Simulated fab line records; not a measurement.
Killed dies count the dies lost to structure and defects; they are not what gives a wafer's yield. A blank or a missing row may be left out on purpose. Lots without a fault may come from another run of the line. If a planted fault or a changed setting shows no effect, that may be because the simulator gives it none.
What tool caused it?    flow n5Finfet    11 lots, 33 wafers sampled, at 4 steps of a route of 1938

== WHAT EACH GAUGE READ, for each wafer ==
The record holds no reading of a measuring or inspecting step that can be judged against a usual standard deviation.

== EACH LOT AND THE TOOL THAT RAN IT (in order: tool; ch and the chambers of the sampled wafers; start) ==
lot   N5_BEOL_M14_STRIP_37               N5_BEOL_M14_DEGAS_41         N5_BEOL_M14_SPUTTER_45       N5_BEOL_M15_COAT_58
L416  rieDiel-05 ch 1,3, day 13 06:17    pvdSputter-02, day 13 06:34  pvdSputter-02, day 13 06:48  lithoTrack-04 ch 0, day 13 08:10
L415  rieDiel-01 ch 0,1,2, day 13 06:48  pvdSputter-02, day 13 07:26  pvdSputter-02, day 13 07:41  lithoTrack-05 ch 0, day 13 09:06
L414  rieDiel-01 ch 1,3, day 13 07:46    pvdSputter-02, day 13 08:29  pvdSputter-02, day 13 08:43  lithoTrack-04 ch 0, day 13 10:11
L418  rieDiel-05 ch 0,1,3, day 13 23:47  pvdSputter-03, day 14 00:15  pvdSputter-03, day 14 00:29  lithoTrack-05 ch 0, day 14 01:55
L421  rieDiel-05 ch 1,2, day 14 09:10    pvdSputter-02, day 14 09:40  pvdSputter-02, day 14 09:55  lithoTrack-04 ch 0, day 14 11:30
L422  rieDiel-03 ch 1,2, day 15 00:11    pvdSputter-01, day 15 00:41  pvdSputter-01, day 15 00:55  lithoTrack-01 ch 0, day 15 02:18
L430  rieDiel-05 ch 1,3, day 16 23:58    pvdSputter-03, day 17 00:32  pvdSputter-03, day 17 00:46  lithoTrack-04 ch 0, day 17 02:10
L428  rieDiel-01 ch 1,3, day 17 00:51    pvdSputter-03, day 17 01:29  pvdSputter-03, day 17 01:44  lithoTrack-01 ch 0, day 17 03:08
L431  rieDiel-03 ch 0,1,2, day 17 17:16  pvdSputter-02, day 17 17:53  pvdSputter-02, day 17 18:08  lithoTrack-04 ch 0, day 17 19:49
L435  rieDiel-05 ch 0,1,3, day 17 22:08  pvdSputter-02, day 17 22:43  pvdSputter-02, day 17 22:57  lithoTrack-05 ch 0, day 18 00:20
L436  rieDiel-03 ch 0,1,2, day 18 05:59  pvdSputter-01, day 18 06:31  pvdSputter-01, day 18 06:45  lithoTrack-05 ch 0, day 18 08:08
- N5_BEOL_M14_STRIP_37: strips in O2.
- N5_BEOL_M14_DEGAS_41: time 60 s.
- N5_BEOL_M14_SPUTTER_45: material Cu, target thk 100 nm, time 16.67 s.
- N5_BEOL_M15_COAT_58: time 60 s, resist thk 89 nm.

== WHAT THE TOOLS THEMSELVES READ (means of the sampled wafers that have a number; where no wafer has one, the mark that the record gives instead) ==
N5_BEOL_M14_STRIP_37. Usual: drypumpMotorCurrentA 5.7 A, standard deviation 0.37; oesProductAu 0.81 a.u., standard deviation 0.053; rfVppV 3.5 V, standard deviation 0.94; showerheadPlenumPTorr 2.10 Torr, standard deviation 0.1; tempC 60.01 C, standard deviation 0.11; throttleValvePct 16.69 %, standard deviation 0.24.
lot   tool        drypumpMotorCurrentA (A)  oesProductAu (a.u.)  rfVppV (V)  showerheadPlenumPTorr (Torr)  tempC (C)  throttleValvePct (%)  flag
L416  rieDiel-05  5.5                       0.86                 4.5         2.07                          59.99      16.53                 
L415  rieDiel-01  5.5                       0.84                 3.9         2.03                          59.93      16.50                 
L414  rieDiel-01  6.0                       0.83                 3.5         2.11                          59.87      16.75                 
L418  rieDiel-05  5.5                       0.81                 3.2         2.03                          59.99      16.78                 
L421  rieDiel-05  5.6                       0.80                 3.7         2.15                          59.98      16.67                 
L422  rieDiel-03  5.5                       0.84                 4.1         2.21                          60.04      16.71                 
L430  rieDiel-05  5.6                       0.81                 4.1         2.06                          59.94      16.62                 
L428  rieDiel-01  6.3                       0.78                 2.6         2.15                          60.20      16.90                 
L431  rieDiel-03  5.6                       0.82                 3.3         2.21                          60.19      16.61                 
L435  rieDiel-05  5.5                       0.78                 4.0         2.02                          59.98      16.83                 
L436  rieDiel-03  5.6                       0.81                 4.0         2.21                          59.98      16.60                 

N5_BEOL_M14_DEGAS_41. Usual: heaterPowerW at 438 W, with a standard deviation of 42.
lot   tool           heaterPowerW (W)  flag
L416  pvdSputter-02  406               
L415  pvdSputter-02  428               
L414  pvdSputter-02  433               
L418  pvdSputter-03  434               
L421  pvdSputter-02  412               
L422  pvdSputter-01  423               
L430  pvdSputter-03  439               
L428  pvdSputter-03  429               
L431  pvdSputter-02  421               
L435  pvdSputter-02  424               
L436  pvdSputter-01  428               

N5_BEOL_M14_SPUTTER_45. Usual: biasV 60.0 V, standard deviation 0.6; chamberPressurePa 0.13 Pa, standard deviation 0.00025; throttleValvePct 29.7 %, standard deviation 1.1.
lot   tool           biasV (V)  chamberPressurePa (Pa)  throttleValvePct (%)  flag
L416  pvdSputter-02  60.1       0.13                    29.7                  
L415  pvdSputter-02  59.9       0.13                    29.9                  
L414  pvdSputter-02  59.2       0.13                    28.8                  
L418  pvdSputter-03  60.6       0.13                    29.9                  
L421  pvdSputter-02  60.1       0.13                    29.6                  
L422  pvdSputter-01  59.7       0.13                    30.6                  
L430  pvdSputter-03  60.4       0.13                    29.7                  
L428  pvdSputter-03  60.0       0.13                    29.8                  
L431  pvdSputter-02  59.6       0.13                    30.4                  
L435  pvdSputter-02  59.7       0.13                    30.4                  
L436  pvdSputter-01  60.1       0.13                    31.7                  

N5_BEOL_M15_COAT_58. Usual: exhaustPa 44.8 Pa, standard deviation 0.85; spinSpeedRpm 1499.8 rpm, standard deviation 0.84.
lot   tool           exhaustPa (Pa)  spinSpeedRpm (rpm)  flag
L416  lithoTrack-04  45.0            1499.0              
L415  lithoTrack-05  44.4            1500.5              
L414  lithoTrack-04  44.6            1499.6              
L418  lithoTrack-05  45.1            1500.0              
L421  lithoTrack-04  44.8            1499.2              
L422  lithoTrack-01  44.2            1500.4              
L430  lithoTrack-04  44.8            1192.5              OFF
L428  lithoTrack-01  45.7            1499.8              
L431  lithoTrack-04  44.6            1192.6              OFF
L435  lithoTrack-05  45.1            1499.0              
L436  lithoTrack-05  44.0            1499.9              

== THE ANSWER, worked out from the rows above alone ==
Rule: a lot is off if the mean of its wafers that have a number lies more than 3 standard deviations from the usual mean. A lot without any number at a reading at which 4 lots or more have one is off too. Where the step has rows for the other lots, those lots are counted as sound. First the gauges in route order, then the tools' own readings, where a lot's mean is used as printed above. The first step at which some lot is off is used, and at that step the reading that is off furthest; a lot without a number counts as furthest.
Off: L430, L431 (N5_BEOL_M15_COAT_58, spinSpeedRpm).
A tool fits if, at that step or a process step before it, it ran every lot that is off, and no sound lot after the first of them. One fits: lithoTrack-04 at N5_BEOL_M15_COAT_58. Its last sound lot is L421 (day 14 11:30), its first lot that is off L430 (day 17 02:10): a fault that began between those two fits.
The tool's own readings at N5_BEOL_M15_COAT_58 bear it out: on the lots that are off they differ by more than 5 times the standard deviation of the sound lots' means. spinSpeedRpm reads 1192.5 rpm there against 1499.7 rpm on the sound lots.

== WHAT THE SIMULATOR PUT IN ==
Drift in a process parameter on lithoTrack-04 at N5_BEOL_M15_COAT_58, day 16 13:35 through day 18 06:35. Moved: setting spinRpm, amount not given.
Struck lots among those shown: L430, L431. This agrees with what the rule above found.
